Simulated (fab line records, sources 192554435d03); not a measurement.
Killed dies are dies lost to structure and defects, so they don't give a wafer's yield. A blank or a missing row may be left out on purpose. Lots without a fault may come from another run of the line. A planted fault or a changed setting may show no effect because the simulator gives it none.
Which tool did it? | flow n5_finfet | 11 lots, 29 wafers sampled, at 6 steps of a route of 1938

WHAT THE GAUGES READ, wafer by wafer
N5_BEOL_M1_THK_MEAS_01.
lot  | measured     | on            | M1_ILD_THK (nm)
L601 | day 6 09:55  | film_metro-02 | 78.8 78.0 78.6
L604 | day 6 20:36  | film_metro-02 | 78.9 80.4
L605 | day 7 06:08  | film_metro-02 | 79.0 81.0 80.5
L607 | day 7 20:10  | film_metro-02 | 77.9 79.1 78.9
L608 | day 7 23:09  | film_metro-01 | 77.1 79.0 78.3
L609 | day 8 03:01  | film_metro-02 | 79.1 78.6 78.7
L610 | day 8 14:44  | film_metro-01 | 79.3 80.3 81.2
L612 | day 9 01:36  | film_metro-02 | 77.1 77.5 79.2
L615 | day 10 16:04 | film_metro-01 | 88.7 79.3
L617 | day 10 18:13 | film_metro-02 | 89.1 91.3
L622 | day 11 14:59 | film_metro-02 | 90.3 79.0

N5_BEOL_M4_RC_MEAS_101.
lot  | measured     | on        | DIBL_N (mV/V)  | DIBL_P (mV/V)  | IOFF_N (nA/um) | IOFF_P (nA/um) | ION_N (uA/um) | ION_P (uA/um) | SS_N (mV/dec)  | SS_P (mV/dec)  | VT_N (mV)   | VT_P (mV)
L601 | day 8 17:21  | prober-02 | 37.6 40.3 36.1 | 37.9 40.5 35.1 | 0.16 0.23 0.15 | 0.23 0.27 0.18 | 671 691 666   | 455 471 453   | 71.6 71.8 70.9 | 73.9 75.4 73.0 | 248 243 251 | -250 -247 -253
L604 | day 9 01:02  | prober-01 | 34.2 34.4      | 34.7 34.6      | 0.15 0.15      | 0.20 0.20      | 675 676       | 464 471       | 70.5 70.9      | 72.9 73.6      | 249 250     | -249 -248
L605 | day 9 17:25  | prober-02 | 38.1 35.4 39.0 | 38.5 33.8 39.9 | 0.20 0.14 0.22 | 0.25 0.18 0.28 | 687 670 688   | 464 456 473   | 71.9 71.4 72.3 | 73.6 72.7 74.6 | 246 251 245 | -249 -252 -248
L607 | day 10 22:04 | prober-02 | 34.9 35.3 34.3 | 34.9 33.9 33.7 | 0.15 0.15 0.14 | 0.20 0.19 0.19 | 681 666 667   | 470 458 469   | 71.3 71.8 71.0 | 73.2 72.7 72.7 | 247 249 250 | -250 -248 -253
L608 | day 10 21:35 | prober-01 | 36.3 36.0 35.0 | 34.0 33.9 32.9 | 0.13 0.13 0.12 | 0.17 0.16 0.16 | 664 671 658   | 456 453 458   | 70.8 70.9 71.3 | 72.6 73.0 72.2 | 253 252 256 | -258 -255 -256
L609 | day 11 09:53 | prober-01 | 38.7 37.5 36.0 | 38.9 38.0 35.6 | 0.20 0.18 0.14 | 0.23 0.21 0.17 | 692 691 664   | 470 467 457   | 72.4 72.1 71.6 | 74.4 73.2 73.2 | 244 249 254 | -250 -252 -256
L610 | day 11 14:27 | prober-02 | 34.8 35.9 38.4 | 36.8 37.5 41.5 | 0.14 0.16 0.22 | 0.22 0.22 0.30 | 680 672 706   | 472 464 483   | 71.0 72.0 72.2 | 72.4 72.7 73.6 | 249 249 243 | -247 -249 -243
L612 | day 12 12:31 | prober-01 | 38.7 37.4 39.8 | 36.9 35.4 39.0 | 0.17 0.15 0.20 | 0.20 0.18 0.24 | 686 657 690   | 460 455 466   | 71.9 71.2 72.5 | 73.5 73.8 74.3 | 248 254 249 | -252 -254 -252
L615 | day 13 06:35 | prober-02 | 33.7 38.1      | 34.0 39.5      | 0.11 0.18      | 0.16 0.24      | 664 683       | 456 474       | 71.0 72.7      | 72.5 73.6      | 255 252     | -252 -250
L617 | day 13 11:50 | prober-01 | 38.4 36.3      | 39.3 37.2      | 0.20 0.17      | 0.25 0.21      | 689 699       | 470 473       | 71.7 71.5      | 73.9 72.8      | 244 248     | -248 -250
L622 | day 14 22:29 | prober-01 | 37.5 36.8      | 38.2 36.7      | 0.19 0.18      | 0.21 0.20      | 677 680       | 459 460       | 72.0 71.3      | 73.9 73.4      | 248 244     | -250 -252

WHICH TOOL RAN EACH LOT (tool, then ch and the chambers of the sampled wafers, then the start)
lot  | N5_BEOL_M0_ALD_136                 | N5_BEOL_M0_SPUTTER_134       | N5_BEOL_M0_ANNEAL_135        | N5_BEOL_M1_ILD_DEP_00
L601 | ald_metal-04 ch 0,1,2, day 6 07:39 | pvd_sputter-03, day 6 08:25  | pvd_sputter-03, day 6 08:29  | pecvd-03 ch 0,1, day 6 09:50
L604 | ald_metal-02 ch 0,3, day 6 18:31   | pvd_sputter-03, day 6 19:18  | pvd_sputter-03, day 6 19:23  | pecvd-03 ch 1,2, day 6 20:32
L605 | ald_metal-03 ch 2,3, day 7 03:28   | pvd_sputter-01, day 7 04:48  | pvd_sputter-01, day 7 04:53  | pecvd-03 ch 0,2, day 7 06:04
L607 | ald_metal-02 ch 1,3, day 7 17:19   | pvd_sputter-02, day 7 18:13  | pvd_sputter-02, day 7 18:18  | pecvd-04 ch 0,1,2, day 7 20:07
L608 | ald_metal-03 ch 0,1,3, day 7 20:52 | pvd_sputter-03, day 7 21:35  | pvd_sputter-03, day 7 21:40  | pecvd-04 ch 0,1,2, day 7 22:50
L609 | ald_metal-04 ch 0,1,3, day 8 01:01 | pvd_sputter-01, day 8 01:43  | pvd_sputter-01, day 8 01:48  | pecvd-03 ch 0,1,2, day 8 02:57
L610 | ald_metal-02 ch 1,2,3, day 8 12:16 | pvd_sputter-02, day 8 12:57  | pvd_sputter-02, day 8 13:02  | pecvd-02 ch 1,2, day 8 14:40
L612 | ald_metal-04 ch 1,2,3, day 8 23:08 | pvd_sputter-03, day 8 23:57  | pvd_sputter-03, day 9 00:02  | pecvd-03 ch 0,2, day 9 01:32
L615 | ald_metal-03 ch 1,2, day 10 13:54  | pvd_sputter-01, day 10 14:44 | pvd_sputter-01, day 10 14:49 | pecvd-03 ch 0,2, day 10 15:59
L617 | ald_metal-04 ch 0,1, day 10 15:32  | pvd_sputter-01, day 10 16:54 | pvd_sputter-01, day 10 16:59 | pecvd-03 ch 0,2, day 10 18:09
L622 | ald_metal-02 ch 1,2, day 11 11:23  | pvd_sputter-03, day 11 13:42 | pvd_sputter-03, day 11 13:46 | pecvd-03 ch 0,2, day 11 14:56
- N5_BEOL_M0_ALD_136: deposits TaN, pulse time 2 s, purge time 3 s, co reactant purge time 2 s.
- N5_BEOL_M0_SPUTTER_134: material Cu, target thk 4 nm, time 7.37 s.
- N5_BEOL_M0_ANNEAL_135: time 60 s.
- N5_BEOL_M1_ILD_DEP_00: deposits SiOC from DEMS/O2, target thk 79 nm, time 15.3 s.

WHAT THE TOOLS THEMSELVES READ (means of the sampled wafers that have a number; where no wafer has one, the mark that the record gives instead)
N5_BEOL_M0_ALD_136.
lot  | tool         | heater_power_w (W) | mfc_carrier_sccm (sccm)
L601 | ald_metal-04 | 411                | 1500
L604 | ald_metal-02 | 426                | 1494
L605 | ald_metal-03 | 354                | 1502
L607 | ald_metal-02 | 466                | 1499
L608 | ald_metal-03 | 434                | 1503
L609 | ald_metal-04 | 396                | 1496
L610 | ald_metal-02 | 440                | 1499
L612 | ald_metal-04 | 418                | 1500
L615 | ald_metal-03 | 372                | 1500
L617 | ald_metal-04 | 396                | 1499
L622 | ald_metal-02 | 444                | 1498

N5_BEOL_M0_SPUTTER_134.
lot  | tool           | chuck_gas_flow_sccm (sccm) | substrate_temp_c (C) | throttle_valve_pct (%)
L601 | pvd_sputter-03 | 1.29                       | -19.93               | 29.5
L604 | pvd_sputter-03 | 1.37                       | -19.98               | 29.8
L605 | pvd_sputter-01 | 1.26                       | -20.14               | 32.5
L607 | pvd_sputter-02 | 1.30                       | -19.98               | 28.8
L608 | pvd_sputter-03 | 1.26                       | -20.13               | 29.8
L609 | pvd_sputter-01 | 1.27                       | -19.85               | 30.5
L610 | pvd_sputter-02 | 1.26                       | -19.86               | 30.1
L612 | pvd_sputter-03 | 1.26                       | -20.00               | 29.4
L615 | pvd_sputter-01 | 1.21                       | -20.00               | 31.9
L617 | pvd_sputter-01 | 1.33                       | -20.00               | 32.3
L622 | pvd_sputter-03 | 1.25                       | -20.02               | 29.1

N5_BEOL_M0_ANNEAL_135.
lot  | tool           | heater_power_w (W)
L601 | pvd_sputter-03 | 785
L604 | pvd_sputter-03 | 874
L605 | pvd_sputter-01 | 785
L607 | pvd_sputter-02 | 875
L608 | pvd_sputter-03 | 840
L609 | pvd_sputter-01 | 731
L610 | pvd_sputter-02 | 826
L612 | pvd_sputter-03 | 822
L615 | pvd_sputter-01 | 849
L617 | pvd_sputter-01 | 768
L622 | pvd_sputter-03 | 788

N5_BEOL_M1_ILD_DEP_00.
lot  | tool     | heater_power_w (W) | showerhead_plenum_p_Torr (Torr) | showerhead_vpp_V (V) | throttle_valve_pct (%)
L601 | pecvd-03 | 535                | 5.692                           | 1373                 | 11.7
L604 | pecvd-03 | 553                | 5.673                           | 1430                 | 11.6
L605 | pecvd-03 | 489                | 5.680                           | 1465                 | 11.5
L607 | pecvd-04 | 395                | 5.716                           | 1433                 | 11.9
L608 | pecvd-04 | 375                | 5.695                           | 1431                 | 12.1
L609 | pecvd-03 | 508                | 5.678                           | 1435                 | 11.7
L610 | pecvd-02 | 518                | 5.698                           | 1441                 | 11.6
L612 | pecvd-03 | 447                | 5.675                           | 1470                 | 11.5
L615 | pecvd-03 | 489                | 5.668                           | 1456                 | 11.6
L617 | pecvd-03 | 462                | 5.670                           | 1496                 | 11.8
L622 | pecvd-03 | 464                | 5.672                           | 1468                 | 11.6

THE ANSWER, worked out from the rows above alone
Rule: what is usual is taken from the lots themselves. Put in order of their means at a reading, lots are off if they are a third of the lots or fewer, leave a main group of 4 or more, and stand apart from it by a gap of 3 or more times the standard deviation of the main group's means; of several such gaps the widest counts. A main group whose means are all the same, to the digits that the tables above print for the reading, isn't used. A lot without any number at a reading at which 4 lots or more have one is off too. The other lots that the step has rows for count as sound. The gauges are gone through in route order, then the tools' own readings, and for those a lot's mean is taken as printed above. The first step at which some lot is off is used, and at that step the reading that is off furthest; a lot without a number counts as furthest.
Off: L615, L617, L622, at N5_BEOL_M1_THK_MEAS_01 (M1_ILD_THK). The main group: mean 79.0 nm, standard deviation 0.85.
A tool fits if, at a process step before that reading, it ran every lot that is off, and no sound lot after the first of them. The gauges at N5_BEOL_M1_THK_MEAS_01 are tried like those tools. One fits: pecvd-03 at N5_BEOL_M1_ILD_DEP_00. Its last sound lot is L612 (day 9 01:32), its first lot that is off L615 (day 10 15:59): a fault that began between those two fits.

WHAT THE SIMULATOR HAD PUT IN
Process parameter drift: pecvd-03, from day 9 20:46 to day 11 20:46, at N5_BEOL_M1_ILD_DEP_00. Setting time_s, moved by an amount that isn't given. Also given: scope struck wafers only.
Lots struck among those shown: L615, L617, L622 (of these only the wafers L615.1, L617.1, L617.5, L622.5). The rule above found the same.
